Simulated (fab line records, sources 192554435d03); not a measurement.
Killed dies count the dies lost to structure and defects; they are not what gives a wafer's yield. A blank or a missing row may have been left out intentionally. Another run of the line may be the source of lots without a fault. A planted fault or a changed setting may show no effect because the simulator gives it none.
fab line records -- flow n5_finfet
[record] lots = 4, wafers = 12, last_day = 17
route steps=1938 shown MOL_CONTACT_COAG@535 BEOL_M4@1111 PASSIVATION@1936
lots that met no fault: taken from a fault-free run of the same line
start_h: the number of hours between the record's first day and the start of the first shown wafer of the lot -- wait_h: time in hours since the lot's previous step -- " repeats the value in the row above -- L1.1+2: a row that stands for several wafers -- - no value, or no start given -- * or withheld: withheld -- < > ~ a bound
route shown NAME@n: names a module that has steps shown in the file, with the first one's number in the route -- usual: the fault-free wafers' mean and standard deviation -- same: alike in all rows -- chamber/n: place in a boat -- sites: the reading at each site -- _std_site: standard deviation of those values -- _edge_site: inner sites' mean taken away from outer sites' mean -- radius_mm: for every site, how far away it sits from the centre of the wafer -- mask NAME#n: copy n -- behind: the tool/chamber that last shaped the wafer -- hold: reason for holding the lot/hours on hold/outcome of the hold -- device: transistor that didn't switch, given as n, p or np -- end of line: the tests these same wafers got at the end of their route -- a step with no rows: only its recipe -- killed: count of dies lost to structure and defects at first sort (not the wafer's yield) -- map: a wafer's dies, marking killed ones x, the rest . and places with no die _
set.NAME: the run value of the setting; set.NAME@STEP: its run value at that earlier step -- model.NAME: the simulator's own value behind a step, which no gauge read
certain route steps with their lots: each step a table, each wafer a row
services: when a tool's chamber went out of use (start_h, in hours from the record's first day, below 0 if earlier), for how many hours, and the reason
[[steps]]
[step N5_MOL_CONTACT_COAG_CONTACT_ETCH_14]
[recipe] chemistry = C4F6/O2, target = SiO2, target_depth_a = 275, overetch_a = 85, mask_material = SOC, pressure_mtorr = 30, source_w = 370, bias_w = 185, Ar_flow_sccm = 300, C4F6_flow_sccm = 16, O2_flow_sccm = 10, time_s = 20, ion_energy_ev = 259.6
[step N5_MOL_CONTACT_COAG_STRIP_109]
[recipe] chemistry = C4F6/O2, resist = SiARC, rf_frequency_hz = 6e+07
[step N5_MOL_CONTACT_COAG_ETCH_15]
[recipe] chemistry = CH3F/O2, target = SiNx, target_depth_a = 70, mask_material = SOC, stop_on = Si:P, over_etch_frac = 0.75, ion_energy_ev = 120, pressure_mtorr = 30, source_w = 395, bias_w = 73, Ar_flow_sccm = 150, CH3F_flow_sccm = 30, O2_flow_sccm = 20
[step N5_MOL_CONTACT_COAG_ETCH_110]
[recipe] chemistry = CF4/O2, target = Si, target_depth_a = 25, time_s = 8, pressure_mtorr = 100, source_w = 200, bias_w = 12, ion_energy_ev = 60, Ar_flow_sccm = 100, cf4_flow_sccm = 100, O2_flow_sccm = 10
[step N5_MOL_CONTACT_COAG_STRIP_98]
[recipe] chemistry = N2/H2, power_w = 500, temp_c = 40, pressure_mtorr = 50, rf_frequency_hz = 6e+07, overash_fraction = 0.3, bias_power_w = 8, h2_frac = 0.5, n2_flow_sccm = 300, h2_flow_sccm = 300
[step N5_MOL_CONTACT_COAG_IMPLANT_129]
[recipe] species = Ge, energy_kev = 3, dose_cm2 = 6e+14, tilt_deg = 0, rotation_deg = 0
[step N5_MOL_CONTACT_COAG_PRECLEAN_111]
[recipe] chemistry = NF3:NH3, afs_cycles = 1, temp_c = 30, time_s = 20, sublimation_temp_c = 180, sublimation_time_s = 60, pressure_torr = 3, rf_power_w = 30
[step N5_MOL_CONTACT_COAG_TI_SIL_19]
[recipe] material = Ti, target_thk_a = 42, temp_c = 200, chamber_pressure_pa = 5, power_w = 5000, time_s = 15
[step N5_MOL_CONTACT_COAG_ALD_20]
[recipe] material = TiN, target_thk_a = 15, temp_c = 400, ald_precursor_family = TiCl4, ald_co_reactant = NH3, pulse_time_s = 1, purge_time_s = 3, co_reactant_purge_time_s = 2, co_reactant_pulse_time_s = 2, ald_cycles = 68, pressure_torr = 3
[step N5_MOL_CONTACT_COAG_SIL_ANNEAL_21]
[recipe] temp_c = 550, time_s = 60, ambient = N2
[step N5_MOL_CONTACT_COAG_PRE_CLEAN_141]
[recipe] gas = H2/He, time_s = 60, temp_c = 300
[step N5_MOL_CONTACT_COAG_SPUTTER_143]
[recipe] material = Co, target_thk_a = 25, temp_c = 25, chamber_pressure_pa = 0.2
[usual] chamber_pressure_pa = 0.2000/0.00037, substrate_temp_c = 25.00/0.11, susceptor_temp_C = 25.00/0.11, throttle_valve_pct = 29.8/1
lot.wafer,tool,chamber,start_h,wait_h,chamber_pressure_pa,substrate_temp_c,susceptor_temp_C,throttle_valve_pct
L351.1,pvd_sputter-02,-,194.18,0.0,-,-,-,-
L351.2,pvd_sputter-02,-,194.18,0.0,-,-,-,-
L351.5,pvd_sputter-02,-,194.18,0.0,-,-,-,-
L352.1,pvd_sputter-01,-,194.71,0.0,-,-,-,-
L352.4,pvd_sputter-01,-,194.71,0.0,-,-,-,-
L352.6,pvd_sputter-01,-,194.71,0.0,-,-,-,-
L353.1,pvd_sputter-03,-,202.94,0.0,0.1999,24.95,24.98,31.4
L353.5,pvd_sputter-03,-,202.94,0.0,0.2003,24.98,24.99,31.4
L353.6,pvd_sputter-03,-,202.94,0.0,0.2002,24.82,24.93,27.9
L357.1,pvd_sputter-02,-,223.98,0.0,0.1993,24.95,24.98,29.3
L357.2,pvd_sputter-02,-,223.98,0.0,0.1995,24.90,25.04,30.0
L357.4,pvd_sputter-02,-,223.98,0.0,0.2007,24.96,25.10,29.4
[step N5_MOL_CONTACT_COAG_CO_FILL_22]
[recipe] material = Co, target_thk_a = 200, temp_c = 200, precursor = CCTBA/H2, pressure_torr = 30
[step N5_MOL_CONTACT_COAG_ANNEAL_113]
[recipe] temp_c = 400, time_s = 300, ambient = H2/N2
[step N5_MOL_CONTACT_COAG_PRE_CLEAN_142]
[recipe] gas = H2/He, time_s = 60, temp_c = 300
[step N5_MOL_CONTACT_COAG_SPUTTER_130]
[recipe] material = Co, target_thk_a = 475, temp_c = 25, chamber_pressure_pa = 0.5, power_w = 3000
[step N5_MOL_CONTACT_COAG_PRECLEAN_125]
[recipe] chemistry = DIW, time_s = 57.5, temp_c = 23
[step N5_MOL_CONTACT_COAG_SRD_126]
[recipe] dry_time_s = 32, dry = n2_spin, spin_rpm = 1500
[step N5_MOL_CONTACT_COAG_CMP_23]
[recipe] stop_on = SiO2, t_overpolish_s = 1.5, post_cmp_clean = cu_alkaline, down_force_psi = 2, platen_rpm = 50.289, pad_velocity_m_s = 1.0006, target_thk_nm = 0
[step N5_MOL_CONTACT_COAG_WET_ETCH_26]
[recipe] target = Co, target_depth_nm = 13
[step N5_MOL_CONTACT_COAG_WET_ETCH_116]
[recipe] chemistry = SC1-inhibited, target_depth_nm = 4.6, dry = ipa_marangoni, rinse_time_s = 30, rinse_temp_c = 23
[step N5_MOL_CONTACT_COAG_ALD_27]
[recipe] material = SiOC, target_thk_a = 170, temp_c = 400, ald_precursor_family = carbosiloxane, ald_co_reactant = H2-plasma, pulse_time_s = 1.5, time_s = 2720, purge_time_s = 2, co_reactant_purge_time_s = 2, ald_cycles = 340, pressure_torr = 2
[step N5_MOL_CONTACT_COAG_CMP_28]
[recipe] stop_on = SiNx, t_overpolish_s = 0.85, post_cmp_clean = alkaline_brush, down_force_psi = 4.15, platen_rpm = 51.8, pad_velocity_m_s = 1.0307, target_thk_nm = 14.522
[step N5_MOL_CONTACT_COAG_ALD_123]
[recipe] material = SiNx, target_thk_a = 50, temp_c = 400, ald_precursor_family = SiH2I2, ald_co_reactant = N2/H2-plasma, pulse_time_s = 1, purge_time_s = 2, co_reactant_purge_time_s = 2, ald_cycles = 100, pressure_torr = 2
[step N5_MOL_CONTACT_COAG_PECVD_31]
[recipe] material = SiO2, target_thk_a = 460, temp_c = 400, precursor = TEOS/O2, pressure_torr = 6.5, rf_w = withheld, teos_flow_sccm = withheld, gas = O2, flow_sccm = 2650, time_s = 8.9
[step N5_MOL_CONTACT_COAG_COAT_75]
[recipe] resist = SOC, temp_c = 250, time_s = 60, spin_rpm = 1500, resist_thk_nm = 60
[step N5_MOL_CONTACT_COAG_COAT_76]
[recipe] resist = SiARC, temp_c = 220, time_s = 60, spin_rpm = 1500, resist_thk_nm = 10
[step N5_MOL_CONTACT_COAG_COAT_77]
[recipe] resist = underlayer, temp_c = 205, time_s = 60, spin_rpm = 1500, resist_thk_nm = 10
[step N5_MOL_CONTACT_COAG_COAT_78]
[recipe] resist = CAR-EUV, spin_rpm = 1500, resist_thk_nm = 40
[step N5_MOL_CONTACT_COAG_EBR_80]
[recipe] solvent = PGMEA, ebr_width_mm = 1.5
[step N5_MOL_CONTACT_COAG_SOFTBAKE_79]
[recipe] temp_c = 110, time_s = 60, resist = CAR-EUV
[step N5_MOL_CONTACT_COAG_EXPOSE_81]
[recipe] mask_id = VG, na = 0.33, source_shape = annular, sigma_inner = 0.3, sigma_outer = 0.7, polarization = unpolarized, defocus_nm = 0, dose_mj = 59.5
[step N5_MOL_CONTACT_COAG_PEB_82]
[recipe] peb_temp_c = 100, peb_time_s = 60, resist = CAR-EUV
[step N5_MOL_CONTACT_COAG_DEVELOP_83]
[recipe] develop_time_s = 30, developer = TMAH, resist = CAR-EUV, rinse_liquid = surfactant_rinse, dry = air_spin, dev_temp_c = 23
[step N5_MOL_CONTACT_COAG_DESCUM_88]
[recipe] chemistry = O2, time_s = 7, source_power_w = 50, bias_power_w = 20, pressure_mtorr = 20, rf_frequency_hz = 2.712e+07, temp_c = 40, resist = CAR-EUV, o2_flow_sccm = 225
[step N5_BEOL_M4_RC_MEAS_101]
[usual] DIBL_N = 36.0/1.7, DIBL_P = 35.8/2, IOFF_N = 0.15/0.03, IOFF_P = 0.20/0.037, ION_N = 670/12, ION_P = 460/7.2, SS_N = 71.5/0.68, SS_P = 73.2/0.65, VT_N = 250/3.1, VT_P = -251/3.4
lot.wafer,tool,chamber,start_h,wait_h,DIBL_N[mV/V],DIBL_P[mV/V],IOFF_N[nA/um],IOFF_P[nA/um],ION_N[uA/um],ION_P[uA/um],SS_N[mV/dec],SS_P[mV/dec],VT_N[mV],VT_P[mV]
L351.2,prober-01,0,266.06,0.2,35.8,35.0,0.15,0.17,677,455,70.8,73.5,250,-254
L351.5,prober-01,0,266.06,0.2,34.4,33.4,0.13,0.16,659,453,70.7,72.2,253,-255
L353.1,prober-01,0,274.39,0.0,36.4,38.1,0.17,0.19,674,454,71.5,73.0,248,-254
L353.5,prober-01,0,274.39,0.0,34.4,34.9,0.14,0.15,658,448,70.8,72.8,253,-256
L353.6,prober-01,0,274.39,0.0,33.5,34.8,0.11,0.15,668,452,70.2,73.1,256,-256
L352.4,prober-02,0,282.41,0.5,34.2,32.2,0.12,0.16,659,452,70.9,72.3,256,-252
L357.1,prober-02,0,305.10,0.0,36.5,36.3,0.16,0.22,680,466,71.0,73.4,249,-250
L357.2,prober-02,0,305.10,0.0,39.0,38.8,0.23,0.27,699,471,71.5,74.2,242,-246
L357.4,prober-02,0,305.10,0.0,38.6,38.2,0.20,0.26,688,468,71.6,74.0,245,-246
[step N5_PASSIVATION_PROBE_49]
[usual] defect_limited_yield = 91.4/1.5, killed_at_M0_to_M3 = 32/9.8, killed_at_M4_up = 15/5.6, killed_at_contacts = 12/5.4, killed_at_front_end = 40/13, killed_at_other = 3.0/2.1, killed_dies = 102/17, killed_on_rim = 14/4.4, killed_open = 67/13, killed_short = 32/7.1, sort_bin_5_function = 5.1/0.96, sort_bin_6_memory = 3.2/0.7, sort_n_pass = 1078/18, sort_yield_pct = 91.3/1.5
[same] gross_dies = 1180, killed_at_back_side = 0, sort_bin_4_leakage[%] = 0, sort_bin_8_speed[%] = 0
lot.wafer,tool,chamber,start_h,wait_h,defect_limited_yield[%],killed_at_M0_to_M3,killed_at_M4_up,killed_at_contacts,killed_at_front_end,killed_at_other,killed_dies,killed_on_rim,killed_open,killed_short,sort_bin_5_function[%],sort_bin_6_memory[%],sort_n_pass,sort_yield_pct[%]
L351.1,prober-02,-,369.80,0.0,39.8,38,9,619,42,2,710,146,74,38,55.8,4.2,470,39.8
L351.2,prober-02,-,369.85,0.1,40.4,39,16,582,62,4,703,43,85,38,54.7,4.3,477,40.4
L351.5,prober-02,-,370.00,0.2,42.0,37,9,598,36,4,684,143,69,32,54.0,3.3,496,42.0
L353.1,prober-01,-,370.25,0.0,90.7,47,8,6,47,2,110,15,72,31,5.5,3.2,1070,90.7
L353.5,prober-01,-,370.45,0.2,90.6,28,12,10,54,7,111,16,72,23,5.0,3.5,1069,90.6
L353.6,prober-01,-,370.50,0.3,92.3,29,14,6,38,4,91,11,50,36,4.0,3.3,1089,92.3
L352.1,prober-02,-,393.83,0.0,41.4,31,13,617,28,3,692,38,60,23,55.3,2.8,488,41.4
L352.4,prober-02,-,393.98,0.2,44.1,22,11,597,27,3,660,145,55,14,54.1,1.6,520,44.1
L352.6,prober-02,-,394.08,0.3,40.5,31,14,621,33,3,702,66,59,30,55.6,2.9,478,40.5
L357.1,prober-01,-,413.58,0.0,91.3,33,12,16,39,3,103,17,66,33,5.0,2.7,1077,91.3
L357.2,prober-01,-,413.63,0.1,94.6,21,7,6,27,3,64,8,33,31,2.8,2.3,1116,94.6
L357.4,prober-01,-,413.73,0.2,91.3,27,8,19,46,3,103,14,64,36,5.3,3.2,1077,91.3
// killed by level:class
L351.1 MOL_CONTACT_COAG:area_sputter=597 MOL_CONTACT_COAG:geometric_particle:open=18 STI_FIN_REVEAL:geometric_particle:open=14 BEOL_M0_SAQP:geometric_particle:open=11 BEOL_M0_SAQP:geometric_particle:short=11 FIN_SAQP:geometric_particle:short=10 BEOL_M1:geometric_particle:open=6 FIN_SAQP:geometric_particle:open=5
L351.2 MOL_CONTACT_COAG:area_sputter=575 STI_FIN_REVEAL:geometric_particle:open=23 BEOL_M0_SAQP:geometric_particle:open=10 FIN_SAQP:geometric_particle:open=9 BEOL_M2:geometric_particle:open=9 STI_FIN_REVEAL:geometric_particle:short=7 BEOL_M0_SAQP:geometric_particle:short=7 FIN_SAQP:geometric_particle:short=6
L351.5 MOL_CONTACT_COAG:area_sputter=578 MOL_CONTACT_COAG:geometric_particle:open=17 STI_FIN_REVEAL:geometric_particle:open=13 BEOL_M0_SAQP:geometric_particle:short=9 BEOL_M1:geometric_particle:open=8 BEOL_M2:geometric_particle:open=7 FIN_SAQP:geometric_particle:open=5 GATE_CUT:geometric_particle:short=4
L353.1 BEOL_M2:geometric_particle:open=19 FIN_SAQP:geometric_particle:open=8 STI_FIN_REVEAL:geometric_particle:open=8 FIN_SAQP:geometric_particle:short=7 BEOL_M0_SAQP:geometric_particle:short=6 HKMG_FIN:area_etch=6 MOL_CONTACT_COAG:geometric_particle:open=5 BEOL_M0_SAQP:geometric_particle:open=5
L353.5 BEOL_M2:geometric_particle:open=11 STI_FIN_REVEAL:geometric_particle:open=10 MOL_CONTACT_COAG:geometric_particle:open=7 FIN_SAQP:geometric_particle:open=6 HKMG_FIN:area_etch=6 DUMMY_GATE:geometric_particle:open=5 GATE_CUT:geometric_particle:short=5 GATE_CUT:geometric_particle:open=5
L353.6 BEOL_M2:geometric_particle:open=9 BEOL_M3:geometric_particle:open=9 FIN_SAQP:geometric_particle:short=5 FIN_SAQP:geometric_particle:open=4 ILD0:geometric_particle:open=4 BEOL_M0_SAQP:geometric_particle:short=4 DUMMY_GATE:geometric_particle:open=3 ILD0:geometric_particle:short=3
L352.1 MOL_CONTACT_COAG:area_sputter=604 BEOL_M2:geometric_particle:open=13 MOL_CONTACT_COAG:geometric_particle:open=8 STI_FIN_REVEAL:geometric_particle:open=6 BEOL_M1:geometric_particle:open=6 MOL_CONTACT_COAG:geometric_particle:short=5 HKMG_FIN:area_etch=5 ILD0:geometric_particle:open=4
L352.4 MOL_CONTACT_COAG:area_sputter=588 BEOL_M2:geometric_particle:open=11 MOL_CONTACT_COAG:geometric_particle:open=8 DUMMY_GATE:geometric_particle:open=6 BEOL_M5:geometric_particle:open=5 FIN_SAQP:geometric_particle:open=4 BEOL_M0_SAQP:geometric_particle:open=4 STI_FIN_REVEAL:geometric_particle:open=3
L352.6 MOL_CONTACT_COAG:area_sputter=606 MOL_CONTACT_COAG:geometric_particle:open=15 BEOL_M2:geometric_particle:open=9 FIN_SAQP:geometric_particle:short=7 STI_FIN_REVEAL:geometric_particle:open=5 BEOL_M0_SAQP:geometric_particle:short=5 BEOL_M2:geometric_particle:short=5 HKMG_FIN:area_etch=5
L357.1 BEOL_M0_SAQP:geometric_particle:open=15 MOL_CONTACT_COAG:geometric_particle:open=13 BEOL_M0_SAQP:geometric_particle:short=12 BEOL_M4:geometric_particle:open=10 FIN_SAQP:geometric_particle:open=7 FIN_SAQP:geometric_particle:short=5 DUMMY_GATE:geometric_particle:open=5 STI_FIN_REVEAL:geometric_particle:open=4
L357.2 BEOL_M0_SAQP:geometric_particle:short=13 FIN_SAQP:geometric_particle:open=4 DUMMY_GATE:geometric_particle:open=4 DUMMY_GATE:geometric_particle:short=3 MOL_CONTACT_COAG:geometric_particle:short=3 MOL_CONTACT_COAG:geometric_particle:open=3 BEOL_M0_SAQP:geometric_particle:open=3 FIN_SAQP:geometric_particle:short=2
L357.4 MOL_CONTACT_COAG:geometric_particle:open=16 BEOL_M0_SAQP:geometric_particle:open=14 BEOL_M0_SAQP:geometric_particle:short=11 DUMMY_GATE:geometric_particle:open=9 STI_FIN_REVEAL:geometric_particle:open=8 FIN_SAQP:geometric_particle:open=6 BEOL_M4:geometric_particle:short=3 DUMMY_GATE:geometric_particle:short=3
// map L351.1 (x killed, . not)
_________________xxxxxxxxxxxx________________
______________xxxxxxxx.xxxxxxxxx_____________
___________xxxxxxxxxxxxx..xxxxxxxxx__________
__________xxxxxxxxxxxxxxxx.xxxxxxxxx_________
________xxxxxxxx.x..x.xx.x.x.x.x.xxxxx_______
_______xxxxx.x.xxxx.xxxxxx.xxxxxxxxxxxx______
______xxx.xxxxxxxx......xxx.x..xx.xx.xxx_____
_____xxx.xxxx.xxxx..x...xx.xx.x..x.xxxxxx____
____xxxxxx..x.xx.xxxx..x..xxx...x.xxxxxxxx___
___xxx.xxxxxxx..xx..x.xx..x..x.....x.xxxxxx__
___xxxx.x..x.x.....x..x.x..x.x..x....xxxxxx__
__xxx.xxx.x.....x.x.x......x....xx.xxx.xxxxx_
__xxxxxxxxx.x..x..x....x.x..x.....x..xxxxxxx_
_xxxxxxxxx.x.........x....x..x.......x.xxxx.x
_xxxxxx...xx.x...x..x.x.........x...xxxxxxxxx
_xxx.xxx.x..x...x....x.....x.......xx.x.xxxxx
_xxxx.x.x..x....x.......x..........xxxx.x.xxx
_x..xxx.x...x..x...x...x.......x....xxxxx.xxx
_xxx.xx.x..............x.....x..x.x.x.xxxxx.x
_xxxx.x.x..xx.x....................x.xxx..xxx
_xxxxxxx.xx..xxx.x......xx.xxx.xx.xx.xxx..xxx
__xxxxxx...x.......x...xx......x..x.xxxxxxxx_
__xxxxxx..x..........x...x....xx.x..xx.xxx.x_
___xxxxxx.x....x.....xxx.......x.xxxx.xx.xx__
___xxxx.xxx.xxx............x.....xxxxx.xxxx__
____xxxxxx.x...x.....xx.x...x...xx.xx.xxxx___
_____xxxxxxxxxx.x.xx..x..x.xxxxxxxxxxx.xx____
______xxxxx...xx..x...xxxxx..xx.xxxxxxxx_____
_______xxxxxxx.xxxx.x.xxxxxxx.x.xxxxxxx______
________xxxx.x.xxx...xxxx.xxxxxxx.xx.x_______
__________xx.x.xxxxxxx.xxxxxxx.xxxxx_________
___________xxxxxxxx.xxxxxxxxxxxxxxx__________
______________xxxxxxxxxxxxxxx.xx_____________
_________________xx.x.xxxxxxx________________
// map L352.6 (x killed, . not)
_________________...........x________________
______________........x.x.x....._____________
___________.....x............x..x..__________
__________..x......x.x.......x.....x_________
________.............x.....x.x.....x.._______
_______.x..x.........xxx....xx......x.x______
______x....xx...x..xx.xx....x...x...x..._____
_____......x......xx...x.xx..xxxx.x....xx____
____.x...........x.xx....x..x......xx..xx.___
___x.x.......x..x.xx.x...xxx..xxxx...x.xx..__
___....x..x.xxx...xx...xxx..xxx.xx.x.xxxx..__
__x.....x...x.x...xxxx.x.xxx..xxx....xx..xxx_
__.....x....x.xxx.xxxxxxxxxxxxxx.xxx.x..xx.._
_x.x....x.xx..x.xx.x.xxxxxxxxxx...x.xxxxxx..x
_....xxx..x...xxxxx..x.xxxx.xxxxxxx..xxx..xx.
_..x....xx..xx.x.x..xxxx.xxx.xxxxxxx.x.xx..x.
_.......x..x..x.xx..xx..xxxx..xx.xxxxx.xxx.x.
_.x..xx.x.xx...xx.xxxxxxxxxxxxxxxxxxx.xxx.xx.
_..xx.x.x.xxxxxxxxxxx.xxxx.xxxxxxxxx.xx...xxx
_..x..xx...xx.xxx.xxxxx.xxxxxx.xxx.xx.xxx.xxx
_.x.xxx.x.xx.xxxxx.x..xxx.xxxxxxxxxxxx.xxxx.x
__.x.x...xx...xxxxxxx.xxxxxxxxxxxxxxxxxxxx.x_
__.x.....xxx.xxxxxxxxxxx.xxxxxxxxxxxxxx.xxxx_
___.....xxxxxxxxxxxxx.xxxxxxxx.xxxxxxxxxxxx__
___..xxx.xxxxxx.xxxxx.xxxxxxxxxxx.x.xx.x.xx__
____...xx.xxx.x...xxxxxx.x.xxxxxxxxxxxxxxx___
_____.x.....x..x.xxxxxxx.xxxxxxxx.x.xxx.x____
______x.xxx.xxx.xxxxxxxxxxx.xxxxxxx.xx.x_____
_______xxxxxxxxxx.xxxxxxxxxxxxxxxxxxxx.______
________x...x.xxxxxx.xxxxxxxxxxxxxxxxx_______
__________xxxxxx.xxxxxxxxxxxxxx.xxxx_________
___________xx.xxxxx.xxxxxxxxxxxxxxx__________
______________....xxxxxxxxxxxxxx_____________
_________________xxxx..xxxxxx________________
[[services]]
tool,chamber,start_h,hours,kind
pvd_sputter-02,-,200.34,4.0,repair
[[key]]
[first_sign] step = N5_MOL_CONTACT_COAG_SPUTTER_143, reading = tool_record, direction = missing
[effect] step = N5_PASSIVATION_PROBE_49, reading = killed_at_contacts, direction = up, sigmas = 99+, usual = 12, struck = 606
[more_kills_born_at] N5_MOL_CONTACT_COAG_SPUTTER_143@pvd_sputter-01 = 1798, N5_MOL_CONTACT_COAG_SPUTTER_143@pvd_sputter-02 = 1750
met_at N5_MOL_CONTACT_COAG_SPUTTER_143
struck_wafers L351.1,L351.2,L351.5,L352.1,L352.4,L352.6
later_rows_left_out L351.1,L352.1,L352.6
[fault] kind = skipped_step_whole, tool = pvd_sputter-01,pvd_sputter-02, chamber = -, onset_h = 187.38, steps = N5_MOL_CONTACT_COAG_SPUTTER_143, scope = struck_lots_only
// later_rows_left_out: the simulator's readings of these wafers behind a module that went badly wrong aren't trusted and aren't shown, but for the sort
